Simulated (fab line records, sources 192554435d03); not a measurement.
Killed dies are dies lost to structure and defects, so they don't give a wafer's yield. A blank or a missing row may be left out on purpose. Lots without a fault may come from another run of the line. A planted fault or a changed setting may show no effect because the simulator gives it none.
Chamber matching | flow n5_finfet | N5_FIN_SAQP_PECVD_06 on pecvd-01: 3 sister chambers
The step deposits a-Si from SiH4/He, target thk 60 nm, time 48.1 s. 22 wafers are shown with their chamber, then 11 later ones without.

WAFERS WITH THEIR CHAMBER
wafer  | chamber | throttle_valve_pct (%) | showerhead_plenum_p_Torr (Torr) | heater_power_w (W)
L074.3 | 1       | 16.8                   | 5.661                           | 897
L074.4 | 0       | 17.5                   | 5.643                           | 841
L074.5 | 0       | 17.7                   | 5.657                           | 833
L075.2 | 1       | 16.9                   | 5.656                           | 819
L075.4 | 0       | 17.3                   | 5.633                           | 862
L075.6 | 0       | 17.3                   | 5.648                           | 841
L076.2 | 1       | 16.9                   | 5.669                           | 785
L076.5 | 0       | 17.6                   | 5.633                           | 932
L076.6 | 2       | 17.9                   | 5.653                           | 849
L078.1 | 0       | 17.4                   | 5.642                           | 946
L078.2 | 1       | 16.6                   | 5.671                           | 859
L078.6 | 1       | 16.8                   | 5.661                           | 874
L080.1 | 0       | 17.7                   | 5.635                           | 905
L080.3 | 2       | 18.0                   | 5.674                           | 869
L080.5 | 0       | 17.3                   | 5.644                           | 884
L084.2 | 2       | 17.6                   | 5.647                           | 845
L084.3 | 0       | 17.5                   | 5.649                           | 946
L084.6 | 0       | 17.3                   | 5.639                           | 932
L086.1 | 0       | 17.6                   | 5.631                           | 830
L086.2 | 2       | 17.9                   | 5.663                           | 891
L086.5 | 2       | 17.7                   | 5.656                           | 885
L087.1 | 0       | 17.8                   | 5.657                           | 809

SIGNATURES (means of the wafers above)
reading                  | chamber 0 | chamber 1 | chamber 2 | scatter within a chamber
throttle_valve_pct       | 17.500    | 16.800    | 17.820    | 0.167
showerhead_plenum_p_Torr | 5.64258   | 5.66360   | 5.65860   | 0.00877
heater_power_w           | 880.08    | 846.80    | 867.80    | 44.5
Rule: a wafer's distance from a chamber is the root of the sum, over the readings, of the square of ((its reading less the chamber's mean) divided by the reading's scatter). The wafer belongs to the nearest chamber; if the next one is less than 2 further off, it can't be placed. The scatter: the root of (the sum of the squares of (reading less its chamber's mean) over the shown wafers, divided by (wafers less chambers)).

WAFERS WITHOUT THEIR CHAMBER
wafer  | throttle_valve_pct (%) | showerhead_plenum_p_Torr (Torr) | heater_power_w (W)
L087.4 | 17.7                   | 5.658                           | 816
L087.6 | 17.6                   | 5.646                           | 837
L089.2 | 17.4                   | 5.651                           | 916
L089.5 | 17.6                   | 5.642                           | 933
L089.6 | 16.8                   | 5.679                           | 879
L092.2 | 16.8                   | 5.674                           | 892
L092.3 | 17.9                   | 5.663                           | 895
L092.5 | 17.8                   | 5.650                           | 898
L093.3 | 18.0                   | 5.649                           | 786
L093.5 | 17.8                   | 5.648                           | 958
L093.6 | 16.8                   | 5.684                           | 870

WHICH CHAMBER EACH WENT THROUGH
wafer  | from the rows above     | in truth
L087.4 | can't be placed: 2 or 0 | 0
L087.6 | can't be placed: 0 or 2 | 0
L089.2 | can't be placed: 0 or 2 | 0
L089.5 | can't be placed: 0 or 2 | 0
L089.6 | 1                       | 1
L092.2 | 1                       | 1
L092.3 | 2                       | 2
L092.5 | can't be placed: 2 or 0 | 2
L093.3 | can't be placed: 2 or 0 | 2
L093.5 | can't be placed: 2 or 0 | 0
L093.6 | 1                       | 1
Placed correctly: 4 of 11. Can't be placed from these rows: 7 (the true chamber is among the candidates in 7). Placed wrongly: 0.
